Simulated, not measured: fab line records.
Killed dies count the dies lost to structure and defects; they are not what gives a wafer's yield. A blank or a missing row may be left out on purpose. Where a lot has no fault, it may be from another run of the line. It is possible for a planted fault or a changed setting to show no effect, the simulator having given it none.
Which tool is to blame? / flow n5_finfet / 10 lots, 28 wafers sampled, at 4 steps of a route of 1938

WHAT THE GAUGES READ, wafer by wafer
N5_PASSIVATION_OVL_MEAS_63. Usual: PAD_OVL -2 nm, standard deviation 6.6.
lot=L353; measured=day 11 19:11; on=overlay-02; PAD_OVL (nm)=4 -3 6; flag=
lot=L355; measured=day 12 07:06; on=overlay-01; PAD_OVL (nm)=-3 0 0; flag=
lot=L354; measured=day 12 06:35; on=overlay-01; PAD_OVL (nm)=-7 -2; flag=
lot=L358; measured=day 13 15:43; on=overlay-02; PAD_OVL (nm)=7 2 6; flag=
lot=L364; measured=day 14 20:28; on=overlay-01; PAD_OVL (nm)=2 -7 0; flag=
lot=L365; measured=day 15 17:31; on=overlay-02; PAD_OVL (nm)=-3 -2; flag=
lot=L367; measured=day 15 17:40; on=overlay-02; PAD_OVL (nm)=-8 -6 -5; flag=
lot=L371; measured=day 16 06:00; on=overlay-01; PAD_OVL (nm)=-9 -26 -9; flag=
lot=L372; measured=day 17 01:36; on=overlay-01; PAD_OVL (nm)=-4 -2 -12; flag=
lot=L373; measured=day 17 05:20; on=overlay-01; PAD_OVL (nm)=3 -12 6; flag=

EACH LOT AND THE TOOL THAT RAN IT (in order: tool; ch and the chambers of the sampled wafers; start)
lot=L353; N5_MIM_TOP_ETCH_STRIP_01=rie_diel-05 ch 0,1,2, day 11 14:13; N5_PASSIVATION_VIA_ETCH_13=rie_diel-03 ch 1,2,3, day 11 17:53; N5_PASSIVATION_STRIP_14=rie_diel-03 ch 1,2,3, day 11 18:04
lot=L355; N5_MIM_TOP_ETCH_STRIP_01=rie_diel-03 ch 0,3, day 12 00:35; N5_PASSIVATION_VIA_ETCH_13=rie_diel-05 ch 1,3, day 12 05:20; N5_PASSIVATION_STRIP_14=rie_diel-05 ch 1,3, day 12 05:32
lot=L354; N5_MIM_TOP_ETCH_STRIP_01=rie_diel-02 ch 0,2, day 12 00:49; N5_PASSIVATION_VIA_ETCH_13=rie_diel-02 ch 0,2, day 12 04:34; N5_PASSIVATION_STRIP_14=rie_diel-02 ch 0,2, day 12 04:46
lot=L358; N5_MIM_TOP_ETCH_STRIP_01=rie_diel-05 ch 0,1, day 13 11:46; N5_PASSIVATION_VIA_ETCH_13=rie_diel-05 ch 1,3, day 13 14:06; N5_PASSIVATION_STRIP_14=rie_diel-05 ch 1,3, day 13 14:18
lot=L364; N5_MIM_TOP_ETCH_STRIP_01=rie_diel-05 ch 0,2,3, day 14 13:18; N5_PASSIVATION_VIA_ETCH_13=rie_diel-02 ch 0,1,3, day 14 18:55; N5_PASSIVATION_STRIP_14=rie_diel-02 ch 0,1,3, day 14 19:07
lot=L365; N5_MIM_TOP_ETCH_STRIP_01=rie_diel-05 ch 1,2, day 15 09:29; N5_PASSIVATION_VIA_ETCH_13=rie_diel-03 ch 0,3, day 15 13:43; N5_PASSIVATION_STRIP_14=rie_diel-03 ch 0,3, day 15 13:50
lot=L367; N5_MIM_TOP_ETCH_STRIP_01=rie_diel-03 ch 1,2, day 15 10:58; N5_PASSIVATION_VIA_ETCH_13=rie_diel-02 ch 1,2,3, day 15 13:37; N5_PASSIVATION_STRIP_14=rie_diel-02 ch 1,2,3, day 15 13:49
lot=L371; N5_MIM_TOP_ETCH_STRIP_01=rie_diel-02 ch 0,3, day 16 02:01; N5_PASSIVATION_VIA_ETCH_13=rie_diel-03 ch 0,1,2, day 16 04:38; N5_PASSIVATION_STRIP_14=rie_diel-03 ch 0,1,2, day 16 04:49
lot=L372; N5_MIM_TOP_ETCH_STRIP_01=rie_diel-03 ch 0,1,3, day 16 18:49; N5_PASSIVATION_VIA_ETCH_13=rie_diel-03 ch 0,1,3, day 16 23:58; N5_PASSIVATION_STRIP_14=rie_diel-03 ch 0,1,3, day 17 00:10
lot=L373; N5_MIM_TOP_ETCH_STRIP_01=rie_diel-05 ch 0,2,3, day 17 01:17; N5_PASSIVATION_VIA_ETCH_13=rie_diel-03 ch 1,2,3, day 17 04:11; N5_PASSIVATION_STRIP_14=rie_diel-03 ch 1,2,3, day 17 04:23
- N5_MIM_TOP_ETCH_STRIP_01: strips in O2.
- N5_PASSIVATION_VIA_ETCH_13: etches SiO2 in CHF3/O2, target depth 660 nm, time 330 s.
- N5_PASSIVATION_STRIP_14: strips in O2.

WHAT THE TOOLS THEMSELVES READ (means of the sampled wafers that have a number; where no wafer has one, the mark that the record gives instead)
N5_MIM_TOP_ETCH_STRIP_01. Usual: drypump_motor_current_A 5.8 A, standard deviation 0.49; o2_flow_sccm 225.1 sccm, standard deviation 0.73; oes_product_au 0.78 a.u., standard deviation 0.078; rf_vpp_V 3.5 V, standard deviation 1.4; showerhead_plenum_p_Torr 2.09 Torr, standard deviation 0.047; throttle_valve_pct 16.64 %, standard deviation 0.26.
lot=L353; tool=rie_diel-05; drypump_motor_current_A (A)=5.8; o2_flow_sccm (sccm)=225.2; oes_product_au (a.u.)=0.73; rf_vpp_V (V)=3.6; showerhead_plenum_p_Torr (Torr)=2.11; throttle_valve_pct (%)=16.57; flag=
lot=L355; tool=rie_diel-03; drypump_motor_current_A (A)=6.2; o2_flow_sccm (sccm)=225.0; oes_product_au (a.u.)=0.80; rf_vpp_V (V)=3.1; showerhead_plenum_p_Torr (Torr)=2.09; throttle_valve_pct (%)=16.59; flag=
lot=L354; tool=rie_diel-02; drypump_motor_current_A (A)=6.0; o2_flow_sccm (sccm)=224.5; oes_product_au (a.u.)=0.77; rf_vpp_V (V)=3.5; showerhead_plenum_p_Torr (Torr)=2.09; throttle_valve_pct (%)=16.70; flag=
lot=L358; tool=rie_diel-05; drypump_motor_current_A (A)=5.8; o2_flow_sccm (sccm)=225.8; oes_product_au (a.u.)=0.90; rf_vpp_V (V)=3.0; showerhead_plenum_p_Torr (Torr)=2.08; throttle_valve_pct (%)=16.28; flag=
lot=L364; tool=rie_diel-05; drypump_motor_current_A (A)=6.0; o2_flow_sccm (sccm)=224.7; oes_product_au (a.u.)=0.83; rf_vpp_V (V)=3.2; showerhead_plenum_p_Torr (Torr)=2.06; throttle_valve_pct (%)=16.60; flag=
lot=L365; tool=rie_diel-05; drypump_motor_current_A (A)=5.8; o2_flow_sccm (sccm)=225.6; oes_product_au (a.u.)=0.72; rf_vpp_V (V)=4.8; showerhead_plenum_p_Torr (Torr)=2.13; throttle_valve_pct (%)=16.59; flag=
lot=L367; tool=rie_diel-03; drypump_motor_current_A (A)=5.1; o2_flow_sccm (sccm)=224.8; oes_product_au (a.u.)=0.86; rf_vpp_V (V)=3.3; showerhead_plenum_p_Torr (Torr)=2.14; throttle_valve_pct (%)=16.52; flag=
lot=L371; tool=rie_diel-02; drypump_motor_current_A (A)=5.4; o2_flow_sccm (sccm)=224.8; oes_product_au (a.u.)=0.74; rf_vpp_V (V)=4.3; showerhead_plenum_p_Torr (Torr)=2.07; throttle_valve_pct (%)=16.80; flag=
lot=L372; tool=rie_diel-03; drypump_motor_current_A (A)=5.6; o2_flow_sccm (sccm)=225.0; oes_product_au (a.u.)=0.77; rf_vpp_V (V)=2.3; showerhead_plenum_p_Torr (Torr)=2.09; throttle_valve_pct (%)=16.64; flag=
lot=L373; tool=rie_diel-05; drypump_motor_current_A (A)=6.0; o2_flow_sccm (sccm)=225.1; oes_product_au (a.u.)=0.80; rf_vpp_V (V)=3.5; showerhead_plenum_p_Torr (Torr)=2.05; throttle_valve_pct (%)=16.61; flag=

N5_PASSIVATION_VIA_ETCH_13. Usual: bias_w is 169.9 W with standard deviation 0.49, drypump_motor_current_A is 5.8 A with standard deviation 0.53, etch_rf_on_time_s is 236 s with standard deviation 5.5, oes_product_au is 0.70 a.u. with standard deviation 0.065, rf_vpp_V is 527 V with standard deviation 11, showerhead_plenum_p_Torr is 2.38 Torr with standard deviation 0.048, and throttle_valve_pct is 18.79 % with standard deviation 0.21.
lot=L353; tool=rie_diel-03; bias_w (W)=169.9; drypump_motor_current_A (A)=5.7; etch_rf_on_time_s (s)=233; oes_product_au (a.u.)=0.71; rf_vpp_V (V)=525; showerhead_plenum_p_Torr (Torr)=2.44; throttle_valve_pct (%)=18.74; flag=
lot=L355; tool=rie_diel-05; bias_w (W)=170.1; drypump_motor_current_A (A)=5.9; etch_rf_on_time_s (s)=234; oes_product_au (a.u.)=0.67; rf_vpp_V (V)=517; showerhead_plenum_p_Torr (Torr)=2.43; throttle_valve_pct (%)=18.88; flag=
lot=L354; tool=rie_diel-02; bias_w (W)=169.8; drypump_motor_current_A (A)=5.9; etch_rf_on_time_s (s)=236; oes_product_au (a.u.)=0.70; rf_vpp_V (V)=533; showerhead_plenum_p_Torr (Torr)=2.38; throttle_valve_pct (%)=18.74; flag=
lot=L358; tool=rie_diel-05; bias_w (W)=169.9; drypump_motor_current_A (A)=5.9; etch_rf_on_time_s (s)=240; oes_product_au (a.u.)=0.66; rf_vpp_V (V)=517; showerhead_plenum_p_Torr (Torr)=2.43; throttle_valve_pct (%)=18.89; flag=
lot=L364; tool=rie_diel-02; bias_w (W)=178.1; drypump_motor_current_A (A)=5.5; etch_rf_on_time_s (s)=229; oes_product_au (a.u.)=0.70; rf_vpp_V (V)=556; showerhead_plenum_p_Torr (Torr)=2.34; throttle_valve_pct (%)=18.78; flag=OFF
lot=L365; tool=rie_diel-03; bias_w (W)=170.3; drypump_motor_current_A (A)=6.0; etch_rf_on_time_s (s)=239; oes_product_au (a.u.)=0.70; rf_vpp_V (V)=528; showerhead_plenum_p_Torr (Torr)=2.36; throttle_valve_pct (%)=18.74; flag=
lot=L367; tool=rie_diel-02; bias_w (W)=178.5; drypump_motor_current_A (A)=5.9; etch_rf_on_time_s (s)=233; oes_product_au (a.u.)=0.65; rf_vpp_V (V)=550; showerhead_plenum_p_Torr (Torr)=2.35; throttle_valve_pct (%)=18.96; flag=OFF
lot=L371; tool=rie_diel-03; bias_w (W)=169.5; drypump_motor_current_A (A)=5.3; etch_rf_on_time_s (s)=235; oes_product_au (a.u.)=0.75; rf_vpp_V (V)=533; showerhead_plenum_p_Torr (Torr)=2.41; throttle_valve_pct (%)=18.75; flag=
lot=L372; tool=rie_diel-03; bias_w (W)=170.2; drypump_motor_current_A (A)=5.6; etch_rf_on_time_s (s)=240; oes_product_au (a.u.)=0.70; rf_vpp_V (V)=532; showerhead_plenum_p_Torr (Torr)=2.38; throttle_valve_pct (%)=18.75; flag=
lot=L373; tool=rie_diel-03; bias_w (W)=169.9; drypump_motor_current_A (A)=5.7; etch_rf_on_time_s (s)=239; oes_product_au (a.u.)=0.73; rf_vpp_V (V)=525; showerhead_plenum_p_Torr (Torr)=2.42; throttle_valve_pct (%)=18.65; flag=

N5_PASSIVATION_STRIP_14. Usual: drypump_motor_current_A 5.8 A, standard deviation 0.53; o2_flow_sccm 225.1 sccm, standard deviation 0.76; oes_product_au 0.78 a.u., standard deviation 0.071; rf_vpp_V 3.7 V, standard deviation 0.89; showerhead_plenum_p_Torr 2.09 Torr, standard deviation 0.048; throttle_valve_pct 16.66 %, standard deviation 0.24.
lot=L353; tool=rie_diel-03; drypump_motor_current_A (A)=5.7; o2_flow_sccm (sccm)=225.3; oes_product_au (a.u.)=0.79; rf_vpp_V (V)=3.9; showerhead_plenum_p_Torr (Torr)=2.14; throttle_valve_pct (%)=16.64; flag=
lot=L355; tool=rie_diel-05; drypump_motor_current_A (A)=5.9; o2_flow_sccm (sccm)=224.9; oes_product_au (a.u.)=0.74; rf_vpp_V (V)=3.3; showerhead_plenum_p_Torr (Torr)=2.12; throttle_valve_pct (%)=16.67; flag=
lot=L354; tool=rie_diel-02; drypump_motor_current_A (A)=5.9; o2_flow_sccm (sccm)=224.6; oes_product_au (a.u.)=0.77; rf_vpp_V (V)=3.1; showerhead_plenum_p_Torr (Torr)=2.09; throttle_valve_pct (%)=16.71; flag=
lot=L358; tool=rie_diel-05; drypump_motor_current_A (A)=5.9; o2_flow_sccm (sccm)=225.3; oes_product_au (a.u.)=0.74; rf_vpp_V (V)=4.1; showerhead_plenum_p_Torr (Torr)=2.11; throttle_valve_pct (%)=16.69; flag=
lot=L364; tool=rie_diel-02; drypump_motor_current_A (A)=5.5; o2_flow_sccm (sccm)=224.1; oes_product_au (a.u.)=0.76; rf_vpp_V (V)=3.1; showerhead_plenum_p_Torr (Torr)=2.05; throttle_valve_pct (%)=16.64; flag=
lot=L365; tool=rie_diel-03; drypump_motor_current_A (A)=6.0; o2_flow_sccm (sccm)=224.9; oes_product_au (a.u.)=0.77; rf_vpp_V (V)=3.0; showerhead_plenum_p_Torr (Torr)=2.07; throttle_valve_pct (%)=16.66; flag=
lot=L367; tool=rie_diel-02; drypump_motor_current_A (A)=5.8; o2_flow_sccm (sccm)=225.5; oes_product_au (a.u.)=0.72; rf_vpp_V (V)=4.1; showerhead_plenum_p_Torr (Torr)=2.07; throttle_valve_pct (%)=16.90; flag=
lot=L371; tool=rie_diel-03; drypump_motor_current_A (A)=5.3; o2_flow_sccm (sccm)=225.4; oes_product_au (a.u.)=0.82; rf_vpp_V (V)=4.0; showerhead_plenum_p_Torr (Torr)=2.11; throttle_valve_pct (%)=16.58; flag=
lot=L372; tool=rie_diel-03; drypump_motor_current_A (A)=5.6; o2_flow_sccm (sccm)=225.4; oes_product_au (a.u.)=0.78; rf_vpp_V (V)=4.4; showerhead_plenum_p_Torr (Torr)=2.09; throttle_valve_pct (%)=16.65; flag=
lot=L373; tool=rie_diel-03; drypump_motor_current_A (A)=5.7; o2_flow_sccm (sccm)=225.1; oes_product_au (a.u.)=0.80; rf_vpp_V (V)=4.7; showerhead_plenum_p_Torr (Torr)=2.13; throttle_valve_pct (%)=16.55; flag=

THE ANSWER, worked out from the rows above alone
Rule: take the mean of a lot's wafers that have a number; if it is more than 3 standard deviations from the usual mean, the lot is off. Also off: a lot with no number at a reading for which 4 or more lots have one. All remaining lots with rows at the step are treated as sound. First the gauges in route order, then the tools' own readings, where a lot's mean is used as printed above. At the first step where some lot is off, the reading lying furthest off is the one used; lots without a number count as furthest.
Off: L364, L367 (N5_PASSIVATION_VIA_ETCH_13, bias_w).
A tool fits if, at that step or a process step before it, it ran every lot that is off, and no sound lot after the first of them. One candidate fits, namely rie_diel-02 at N5_PASSIVATION_VIA_ETCH_13. Its last sound lot is L354 (day 12 04:34), its first lot that is off L364 (day 14 18:55): a fault that began between those two fits.
On the lots that are off, the tool's own readings at N5_PASSIVATION_VIA_ETCH_13 differ by more than 5 times the standard deviation of the sound lots' means, which bears it out; bias_w reads 178.3 W there versus 169.9 W on the sound lots.

WHAT THE SIMULATOR HAD INSERTED
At N5_PASSIVATION_VIA_ETCH_13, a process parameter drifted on rie_diel-02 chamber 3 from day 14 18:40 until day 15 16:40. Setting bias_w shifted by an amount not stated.
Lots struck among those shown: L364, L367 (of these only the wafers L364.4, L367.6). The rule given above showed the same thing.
